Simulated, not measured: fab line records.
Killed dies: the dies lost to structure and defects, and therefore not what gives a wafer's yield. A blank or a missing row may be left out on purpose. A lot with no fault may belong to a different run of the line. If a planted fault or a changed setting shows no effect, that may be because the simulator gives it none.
fab line records + flow n5_finfet
[record]
- lots = 7
- wafers = 21
route steps=1938 shown BEOL_M14@1762 BEOL_M15@1773 TV_LITHO@1879 PASSIVATION@1910
start_h: hours from the record's opening day to when the first of the lot's shown wafers began + wait_h: hours from the lot's prior step to this one + " the same as in the row above + L1.1+2: a single row standing in for several wafers + - no value present, or no start provided + * or withheld: withheld + < > ~ a bound
route shown NAME@n: names a module that has steps shown in the file, with the first one's number in the route + usual: the fault-free wafers' mean and standard deviation + same: alike in all rows + chamber/n: place in a boat + sites: per-site readings + _std_site: the standard deviation of these + _edge_site: outer sites' mean less inner sites' + radius_mm: how far each site lies from the wafer's centre + mask NAME#n: copy n + behind: tool/chamber where the wafer was last shaped + hold: reason for holding the lot/hours on hold/outcome of the hold + device: transistor that didn't switch, given as n, p or np + end of line: the tests these same wafers got at the end of their route + a step given without rows: its recipe and nothing more + killed: dies lost to structure and defects at the first sort, not the wafer's yield + map: per-die view of a wafer (x killed, . not killed, _ where there is no die)
set.NAME: the setting that was run; set.NAME@STEP: the one run at that earlier step + model.NAME: the simulator's own value behind a step, which no gauge read
lots with deliberately changed settings; one table per step, one row per wafer
[[steps]]
[step N5_BEOL_M14_SPUTTER_43]
[recipe]
- material = TaN
- target_thk_a = 150
- temp_c = 50
- bias_v = 168.6
- power_w = 15000
- chamber_pressure_pa = 0.12
- time_s = 24.19
| lot.wafer | tool           | chamber | start_h | wait_h | set.time_s | model.TaN_of_BEOL_M14_SPUTTER_43.thk_nm |
|-----------|----------------|---------|---------|--------|------------|-----------------------------------------|
| L076.1+4  | pvd_sputter-02 | -       | 261.63  | 0.0    | 24.19      | 14.6                                    |
| L076.5    | "              | -       | "       | "      | 24.19      | 15                                      |
| L078.2    | pvd_sputter-01 | -       | 261.73  | 0.0    | 20.85      | 12.8                                    |
| L078.5    | "              | -       | "       | "      | 20.85      | 13                                      |
| L078.6    | "              | -       | "       | "      | 24.19      | 15.2                                    |
| L079.2    | pvd_sputter-02 | -       | 274.21  | 0.0    | 24.19      | 15                                      |
| L079.3+5  | "              | -       | "       | "      | 24.19      | 14.8                                    |
| L082.2    | pvd_sputter-02 | -       | 291.05  | 0.0    | 24.19      | 14.8                                    |
| L082.4    | "              | -       | "       | "      | 26.71      | 16.4                                    |
| L082.6    | "              | -       | "       | "      | 26.71      | 16.2                                    |
| L086.1+5  | pvd_sputter-02 | -       | 304.68  | 0.0    | 20.89      | 13                                      |
| L086.6    | "              | -       | "       | "      | 24.19      | 15                                      |
| L089.4+6  | pvd_sputter-01 | -       | 321.40  | 0.0    | 25.52      | 15.8                                    |
| L089.5    | "              | -       | "       | "      | 25.52      | 15.6                                    |
| L094.2+3  | pvd_sputter-01 | -       | 363.17  | 0.0    | 24.19      | 15.2                                    |
| L094.4    | "              | -       | "       | "      | 24.19      | 15.4                                    |
[step N5_BEOL_M15_ILD_DEP_00]
[recipe]
- material = SiO2
- target_thk_a = 16293
- temp_c = 400
- precursor = TEOS/O2
- pressure_torr = 6.5
- rf_w = 900
- teos_flow_sccm = 161.4
- gas = O2
- flow_sccm = 2650
- time_s = 346.1
| lot.wafer  | tool     | chamber | start_h | wait_h | set.temp_c |
|------------|----------|---------|---------|--------|------------|
| L076.1+4   | pecvd-03 | 2       | 263.15  | 0.0    | 400        |
| L076.5     | "        | 0       | "       | "      | 393.3      |
| L078.2     | pecvd-02 | 0       | 263.42  | 0.0    | 400        |
| L078.5+6   | "        | 2,1     | "       | "      | 392.4      |
| L079.2+3+5 | pecvd-03 | 0,1,0   | 275.49  | 0.0    | 400        |
| L082.2+4+6 | pecvd-02 | 0,0,1   | 292.30  | 0.0    | 400        |
| L086.1+6   | pecvd-04 | 1,2     | 305.93  | 0.0    | 395.8      |
| L086.5     | "        | 0       | "       | "      | 400        |
| L089.4+5   | pecvd-03 | 2,0     | 323.01  | 0.1    | 400        |
| L089.6     | "        | 1       | "       | "      | 404.7      |
| L094.2+3+4 | pecvd-02 | 2,1,0   | 364.93  | 0.0    | 400        |
[step N5_BEOL_M15_COAT_58]
[recipe]
- resist = BARC
- temp_c = 205
- time_s = 60
- spin_rpm = 1500
- resist_thk_nm = 89
[step N5_BEOL_M15_DESCUM_15]
[recipe]
- chemistry = O2
- time_s = 7.9
- source_power_w = 50
- bias_power_w = 20
- pressure_mtorr = 20
- rf_frequency_hz = 2.712e+07
- temp_c = 40
- o2_flow_sccm = 225
[step N5_BEOL_M15_ETCH_59]
[recipe]
- chemistry = N2/H2
- target = BARC
- target_depth_a = 890
- overetch_a = 267
- time_s = 67.9
- ion_energy_ev = 200
- pressure_mtorr = 30
- source_w = 840
- bias_w = 150
- n2_flow_sccm = 200
- h2_flow_sccm = 200
[step N5_BEOL_M15_VIA_ETCH_16]
[recipe]
- chemistry = C4F8/O2/Ar
- target = SiO2
- he_inner_torr = 15
- he_outer_torr = 30
- target_depth_a = 17922
- time_s = withheld
- ion_energy_ev = 800
- pressure_mtorr = 20
- source_w = 1905
- bias_w = 2040
- Ar_flow_sccm = 400
- C4F8_flow_sccm = 16
- O2_flow_sccm = 12
- ends = cleared
| lot.wafer | tool        | chamber | start_h | wait_h | set.temp_c@BEOL_M15_ILD_DEP_00 | model.coat_of_BEOL_M15_COAT_04.thk_nm |
|-----------|-------------|---------|---------|--------|--------------------------------|---------------------------------------|
| L076.1    | rie_diel-06 | 2       | 263.88  | 0.0    | 400                            | 334.4                                 |
| L076.4    | "           | 0       | "       | "      | 400                            | 333.2                                 |
| L076.5    | "           | 0       | "       | "      | 393.3                          | 316.8                                 |
| L078.2    | rie_diel-03 | 1       | 264.30  | 0.0    | 400                            | 331                                   |
| L078.5    | "           | 1       | "       | "      | 392.4                          | 307.2                                 |
| L078.6    | "           | 2       | "       | "      | 392.4                          | 306.2                                 |
| L079.2    | rie_diel-05 | 1       | 276.35  | 0.0    | 400                            | 336.4                                 |
| L079.3    | "           | 3       | "       | "      | 400                            | 336.6                                 |
| L079.5    | "           | 3       | "       | "      | 400                            | 329.6                                 |
| L082.2    | rie_diel-03 | 1       | 293.16  | 0.0    | 400                            | 337                                   |
| L082.4    | "           | 3       | "       | "      | 400                            | 334.4                                 |
| L082.6    | "           | 0       | "       | "      | 400                            | 347.4                                 |
| L086.1    | rie_diel-06 | 1       | 306.66  | 0.0    | 395.8                          | 317.6                                 |
| L086.5    | "           | 2       | "       | "      | 400                            | 331.4                                 |
| L086.6    | "           | 1       | "       | "      | 395.8                          | 310.6                                 |
| L089.4    | rie_diel-06 | 3       | 323.87  | 0.1    | 400                            | 327.2                                 |
| L089.5    | "           | 0       | "       | "      | 400                            | 329.4                                 |
| L089.6    | "           | 1       | "       | "      | 404.7                          | 338                                   |
| L094.2    | rie_diel-03 | 0       | 365.78  | 0.0    | 400                            | 334                                   |
| L094.3    | "           | 2       | "       | "      | 400                            | 333.8                                 |
| L094.4    | "           | 3       | "       | "      | 400                            | 329.4                                 |
[step N5_PASSIVATION_EXPOSE_07]
[recipe]
- mask_id = TV
- na = 0.55
- source_shape = conventional
- sigma_outer = 0.8
- polarization = unpolarized
- defocus_nm = 0
- target_cd_nm = 3000
- dose_mj = 22.75
| lot.wafer  | tool           | chamber | start_h | wait_h | mask | set.dose_mj |
|------------|----------------|---------|---------|--------|------|-------------|
| L076.1+4   | krf_scanner-02 | 0       | 274.16  | -      | TV#0 | 21.1        |
| L076.5     | "              | 0       | "       | "      | TV#0 | 22.75       |
| L078.2+5   | krf_scanner-01 | 0       | 276.44  | -      | TV#0 | 22.75       |
| L078.6     | "              | 0       | "       | "      | TV#0 | 23.83       |
| L079.2+5   | krf_scanner-01 | 0       | 289.47  | -      | TV#0 | 22.75       |
| L079.3     | "              | 0       | "       | "      | TV#0 | 21.26       |
| L082.2     | krf_scanner-02 | 0       | 302.88  | -      | TV#0 | 22.75       |
| L082.4+6   | "              | 0       | "       | "      | TV#0 | 21.48       |
| L086.1     | krf_scanner-02 | 0       | 319.36  | -      | TV#0 | 22.75       |
| L086.5+6   | "              | 0       | "       | "      | TV#0 | 23.99       |
| L089.4+5   | krf_scanner-02 | 0       | 337.73  | -      | TV#0 | 21.14       |
| L089.6     | "              | 0       | "       | "      | TV#0 | 22.75       |
| L094.2+3+4 | krf_scanner-01 | 0       | 375.88  | -      | TV#0 | 22.75       |
[step N5_PASSIVATION_PEB_08]
[recipe]
- peb_temp_c = withheld
- peb_time_s = *
[step N5_PASSIVATION_DEVELOP_09]
[recipe]
- develop_time_s = 60
- rinse_liquid = diw
- dry = air_spin
- dev_temp_c = 21
[step N5_PASSIVATION_HARDBAKE_11]
[recipe]
- temp_c = 130
- time_s = 120
[step N5_PASSIVATION_CD_MEAS_10]
[recipe]
- target_cd_nm = 3000
- landing_energy_ev = 500
- detector = se_inlens
[usual]
- cd_nm = 3000.1/2.1
| lot.wafer | tool      | chamber | start_h | wait_h | set.dose_mj@PASSIVATION_EXPOSE_07 | cd_nm  |
|-----------|-----------|---------|---------|--------|-----------------------------------|--------|
| L076.1    | cd_sem-02 | 0       | 274.34  | -      | 21.1                              | 2982.5 |
| L076.4    | "         | 0       | "       | "      | 21.1                              | 2979.4 |
| L076.5    | "         | 0       | "       | "      | 22.75                             | 2998.7 |
| L078.2    | cd_sem-02 | 0       | 276.62  | -      | 22.75                             | 3001.6 |
| L078.5    | "         | 0       | "       | "      | 22.75                             | 3004.1 |
| L078.6    | "         | 0       | "       | "      | 23.83                             | 3013.2 |
| L079.2    | cd_sem-01 | 0       | 289.64  | -      | 22.75                             | 2999.0 |
| L079.3    | "         | 0       | "       | "      | 21.26                             | 2985.4 |
| L079.5    | "         | 0       | "       | "      | 22.75                             | 3000.0 |
| L082.2    | cd_sem-01 | 0       | 303.05  | -      | 22.75                             | 3002.1 |
| L082.4    | "         | 0       | "       | "      | 21.48                             | 2986.9 |
| L082.6    | "         | 0       | "       | "      | 21.48                             | 2985.1 |
| L086.1    | cd_sem-02 | 0       | 319.54  | -      | 22.75                             | 3001.7 |
| L086.5    | "         | 0       | "       | "      | 23.99                             | 3013.8 |
| L086.6    | "         | 0       | "       | "      | 23.99                             | 3013.1 |
| L089.4    | cd_sem-02 | 0       | 337.89  | -      | 21.14                             | 2986.7 |
| L089.5    | "         | 0       | "       | "      | 21.14                             | 2985.4 |
| L089.6    | "         | 0       | "       | "      | 22.75                             | 3002.0 |
| L094.2    | cd_sem-01 | 0       | 376.05  | -      | 22.75                             | 3000.0 |
| L094.3    | "         | 0       | "       | "      | 22.75                             | 3001.4 |
| L094.4    | "         | 0       | "       | "      | 22.75                             | 3000.7 |
[step N5_PASSIVATION_DESCUM_12]
[recipe]
- chemistry = O2
- time_s = 7.9
- source_power_w = 50
- bias_power_w = 20
- pressure_mtorr = 20
- rf_frequency_hz = 2.712e+07
- temp_c = 40
- o2_flow_sccm = 225
| lot.wafer | tool        | chamber | start_h | wait_h | set.dose_mj@PASSIVATION_EXPOSE_07 | model.TV_LITHO.cd_nm |
|-----------|-------------|---------|---------|--------|-----------------------------------|----------------------|
| L076.1    | rie_diel-06 | 1       | 274.43  | 0.0    | 21.1                              | 2983                 |
| L076.4    | "           | 2       | "       | "      | 21.1                              | 2980                 |
| L076.5    | "           | 3       | "       | "      | 22.75                             | 2999                 |
| L078.2    | rie_diel-05 | 1       | 276.77  | 0.1    | 22.75                             | 3002                 |
| L078.5    | "           | 0       | "       | "      | 22.75                             | 3004                 |
| L078.6    | "           | 1       | "       | "      | 23.83                             | 3013                 |
| L079.2    | rie_diel-05 | 2       | 289.73  | 0.0    | 22.75                             | 2999                 |
| L079.3    | "           | 3       | "       | "      | 21.26                             | 2985                 |
| L079.5    | "           | 3       | "       | "      | 22.75                             | 3000                 |
| L082.2    | rie_diel-06 | 3       | 303.14  | 0.0    | 22.75                             | 3002                 |
| L082.4    | "           | 1       | "       | "      | 21.48                             | 2987                 |
| L082.6    | "           | 1       | "       | "      | 21.48                             | 2985                 |
| L086.1    | rie_diel-05 | 0       | 319.63  | 0.0    | 22.75                             | 3001                 |
| L086.5    | "           | 0       | "       | "      | 23.99                             | 3014                 |
| L086.6    | "           | 1       | "       | "      | 23.99                             | 3013                 |
| L089.4+5  | rie_diel-05 | 0,1     | 337.98  | 0.0    | 21.14                             | 2986                 |
| L089.6    | "           | 0       | "       | "      | 22.75                             | 3002                 |
| L094.2    | rie_diel-03 | 2       | 376.18  | 0.1    | 22.75                             | -                    |
| L094.3    | "           | 0       | "       | "      | 22.75                             | 3002                 |
| L094.4    | "           | 3       | "       | "      | 22.75                             | 3000                 |
[step N5_PASSIVATION_ETCH_59]
[recipe]
- chemistry = Cl2/BCl3
- target = TaN
- target_depth_a = 650
- time_s = 34.9
- ion_energy_ev = 100
- pressure_mtorr = 10
- icp_w = 900
- bias_w = 100
- Cl2_flow_sccm = 60
- bcl3_flow_sccm = 30
| lot.wafer | tool         | chamber | start_h | wait_h | set.time_s | model.etch.depth_nm |
|-----------|--------------|---------|---------|--------|------------|---------------------|
| L076.1    | rie_metal-01 | 1       | 277.37  | 0.3    | 34.9       | 63.32               |
| L076.4    | "            | 0       | "       | "      | 29.22      | 53.45               |
| L076.5    | "            | 0       | "       | "      | 34.9       | 64.19               |
| L078.2    | rie_metal-03 | 1       | 278.86  | 0.3    | 40.33      | 78.64               |
| L078.5    | "            | 0       | "       | "      | 40.33      | 77.57               |
| L078.6    | "            | 1       | "       | "      | 40.33      | 78.17               |
| L079.2    | rie_metal-03 | 0       | 292.10  | 0.3    | 34.9       | 66.73               |
| L079.3    | "            | 0       | "       | "      | 27.31      | 52.3                |
| L079.5    | "            | 1       | "       | "      | 27.31      | 52.72               |
| L082.2    | rie_metal-01 | 0       | 305.20  | 0.3    | 34.9       | 63.55               |
| L082.4    | "            | 0       | "       | "      | 38.66      | 69.4                |
| L082.6    | "            | 1       | "       | "      | 38.66      | 69.58               |
| L086.1    | rie_metal-02 | 0       | 321.46  | 0.3    | 34.9       | 64.85               |
| L086.5    | "            | 1       | "       | "      | 34.9       | 67.17               |
| L086.6    | "            | 0       | "       | "      | 41.6       | 77.64               |
| L089.4    | rie_metal-02 | 1       | 340.25  | 0.2    | 28.51      | 54.75               |
| L089.5    | "            | 1       | "       | "      | 34.9       | 66.2                |
| L089.6    | "            | 0       | "       | "      | 34.9       | 64.02               |
| L094.2    | rie_metal-03 | 1       | 378.11  | 0.3    | 34.9       | 66.98               |
| L094.3    | "            | 1       | "       | "      | 34.9       | 66.43               |
| L094.4    | "            | 0       | "       | "      | 34.9       | 65.78               |
[[key]]
[split]
- step = N5_BEOL_M14_SPUTTER_43
- setting = time_s
- stated = 24.19
- by = wafer
[response]
- step = N5_BEOL_M14_SPUTTER_43
- reading = model.TaN_of_BEOL_M14_SPUTTER_43.thk_nm
- change = +0.154
- per = 1%
- r = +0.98
[split]
- step = N5_BEOL_M15_ILD_DEP_00
- setting = temp_c
- stated = 400
- by = wafer
[response]
- step = N5_BEOL_M15_VIA_ETCH_16
- reading = model.coat_of_BEOL_M15_COAT_04.thk_nm
- change = +11.7
- per = 1%
- r = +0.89
[split]
- step = N5_PASSIVATION_EXPOSE_07
- setting = dose_mj
- stated = 22.75
- by = wafer
[response]
- step = N5_PASSIVATION_CD_MEAS_10
- reading = cd_nm
- change = +2.35
- per = 1%
- r = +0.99
[response]
- step = N5_PASSIVATION_DESCUM_12
- reading = model.TV_LITHO.cd_nm
- change = +2.37
- per = 1%
- r = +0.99
[split]
- step = N5_PASSIVATION_ETCH_59
- setting = time_s
- stated = 34.9
- by = wafer
[response]
- step = N5_PASSIVATION_ETCH_59
- reading = model.etch.depth_nm
- change = +0.612
- per = 1%
- r = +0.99
